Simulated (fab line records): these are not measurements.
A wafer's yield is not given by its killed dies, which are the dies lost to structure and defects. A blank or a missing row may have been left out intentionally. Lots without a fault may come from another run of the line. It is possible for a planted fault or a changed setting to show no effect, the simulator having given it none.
Comparing a struck lot with a sound one ; flow n5 finfet ; 37 out of 1938 route steps
Sound: these wafers, L507.4, L507.5, L507.6. Struck: wafer L520.1 (L520.4, L520.6, from the same lot, were not struck and are left out); the cause is given at the end.
At each step with rows: each side's tool, then ch and its chambers, then its first start. Under that, the readings that differ: sound wafers ; struck wafers ; difference of the means ; sigmas: that difference in standard deviations of wafers without a fault.
alike: readings with means less than 2 such deviations apart, plus words and numbers identical on both sides. not compared: withheld readings, readings lacking a value on some wafer, bounds such as >300 that could conceal the same value, and numbers that have no deviation in the record and whose values overlap.
Wherever a step has rows on one side only, a row that says differs or no value, or a row with sigmas, the two part there. Numbers that don't overlap but have no deviation are shown without sigmas and don't part them. A reading that every wafer of one side lacks parts them only if that side has two wafers or more.

first, 10 steps without rows for these wafers: N5_BEOL_M0_SAQP_DESCUM_19 (chemistry O2, time 7.9 s); N5_BEOL_M0_SAQP_ETCH_83 (etches SiARC in CF4, target depth 39 nm, time 65 s); N5_BEOL_M0_SAQP_ETCH_84 (etches SOC in N2/H2, target depth 100 nm, overetch 20 nm, time 150 s); N5_BEOL_M0_SAQP_STRIP_80 (strips in N2/H2); N5_BEOL_M0_SAQP_HM_OPEN_112 (chemistry CHF3/O2, target SiO2, stops on a-Si, target depth 12 nm, time 13.5 s); N5_BEOL_M0_SAQP_STRIP_113 (strips in CHF3/O2); N5_BEOL_M0_SAQP_MANDREL_ETCH_20 (etches a-Si in HBr/Cl2, stops on SiNx, target depth 60 nm, bt time 10 s, time 30 s); N5_BEOL_M0_SAQP_STRIP_86 (strips in N2/H2); N5_BEOL_M0_SAQP_STRIP_115 (strips in post etch residue remover, time 60 s); N5_BEOL_M0_SAQP_SRD_93 (time 30 s).
N5_BEOL_M0_SAQP_RECESS_114: chemistry HF/NH3, target SiO2, target depth 14.4 nm, afs cycles 3, sublimation time 60 s.
  sound on vapor etch-02 ch 0,1, day 5 11:58; struck on vapor etch-02 ch 1, day 8 21:51
  alike: drypump motor current A
then, 24 steps without rows for these wafers: N5_BEOL_M0_SAQP_SPACER1_ALD_98 (deposits SiO2, target thk 12.8 nm, pulse time 1 s, purge time 2 s); N5_BEOL_M0_SAQP_SPACER1_ETCHBACK_99 (etches SiO2 in CHF3/O2, target depth 15.4 nm, time 7.7 s); N5_BEOL_M0_SAQP_MANDREL1_REMOVE_100 (chemistry HBr/Cl2/O2, target a-Si, stops on SiNx, bt time 10 s); N5_BEOL_M0_SAQP_ETCH_101 (etches SiNx in CH3F/O2, target depth 29.9 nm, time 42.7 s); N5_BEOL_M0_SAQP_ETCH_102 (etches SiO2 in CF4, target depth 4 nm, time 4.4 s); N5_BEOL_M0_SAQP_MANDREL_ETCH_103 (etches a-Si in HBr/Cl2, stops on SiCN, target depth 45 nm, bt time 10 s, time 27 s); N5_BEOL_M0_SAQP_RECESS_104 (chemistry HF/NH3, target SiO2, target depth 18 nm, afs cycles 3, sublimation time 60 s); N5_BEOL_M0_SAQP_COAT_105 (time 60 s, resist thk 100 nm); N5_BEOL_M0_SAQP_ETCH_106 (etches SOC in N2/H2, stops on SiNx, target depth 150 nm); N5_BEOL_M0_SAQP_ETCH_107 (etches SiNx in CH3F/O2, target depth 30 nm); N5_BEOL_M0_SAQP_STRIP_108 (strips in N2/H2); N5_BEOL_M0_SAQP_RECESS_109 (chemistry HF/NH3, target SiO2, target depth 3 nm, afs cycles 1, sublimation time 60 s); N5_BEOL_M0_SAQP_SPACER2_ALD_26 (deposits SiO2, target thk 15 nm, pulse time 1 s, purge time 2 s); N5_BEOL_M0_SAQP_SPACER2_ETCHBACK_27 (etches SiO2 in CHF3/O2, target depth 22.5 nm, time 11.25 s); N5_BEOL_M0_SAQP_MANDREL2_REMOVE_110 (chemistry HBr/Cl2/O2, target a-Si, stops on SiCN, bt time 10 s); N5_BEOL_M0_SAQP_COAT_69 (time 60 s, resist thk 90 nm); N5_BEOL_M0_SAQP_COAT_72 (time 60 s, resist thk 15 nm); N5_BEOL_M0_SAQP_COAT_87 (time 60 s, resist thk 5 nm); N5_BEOL_M0_SAQP_COAT_34 (resist thk 30 nm); N5_BEOL_M0_SAQP_EBR_36; N5_BEOL_M0_SAQP_SOFTBAKE_35 (time 60 s); N5_BEOL_M0_SAQP_EXPOSE_37 (exposes mask M0 CUT1, target cd 30 nm); N5_BEOL_M0_SAQP_PEB_38 (peb time 60 s); N5_BEOL_M0_SAQP_DEVELOP_39 (develop time 30 s).
-- the record jumps here: 3 days lie between the struck wafers' starts before and after (it left off in module BEOL_M0_SAQP and takes up again in module BEOL_M4, whose first step shown is number 1111 of the route) --
N5_BEOL_M4_RC_MEAS_101:
  sound on prober-02 ch 0, day 8 01:53; struck on prober-01 ch 0, day 11 11:40
reading;sound;struck;difference;sigmas
SS_N (mV/dec);70.5 71.3 70.0;72.2;+1.6;+3
  alike: DIBL_N, DIBL_P, IOFF_N, IOFF_P, ION_N, ION_P, SS_P, VT_N, VT_P
-- the record jumps here: 4 days lie between the struck wafers' starts before and after (it left off in module BEOL_M4 and takes up again in module PASSIVATION, whose first step shown is number 1936 of the route) --
N5_PASSIVATION_PROBE_49:
  record: rows for the struck wafers here (prober-01, day 15 22:50), none for the sound ones

== WHERE THEY PART ==
Earliest at N5_BEOL_M4_RC_MEAS_101; latest, in this record, at N5_PASSIVATION_PROBE_49.

WHY: what had been put in by the simulator
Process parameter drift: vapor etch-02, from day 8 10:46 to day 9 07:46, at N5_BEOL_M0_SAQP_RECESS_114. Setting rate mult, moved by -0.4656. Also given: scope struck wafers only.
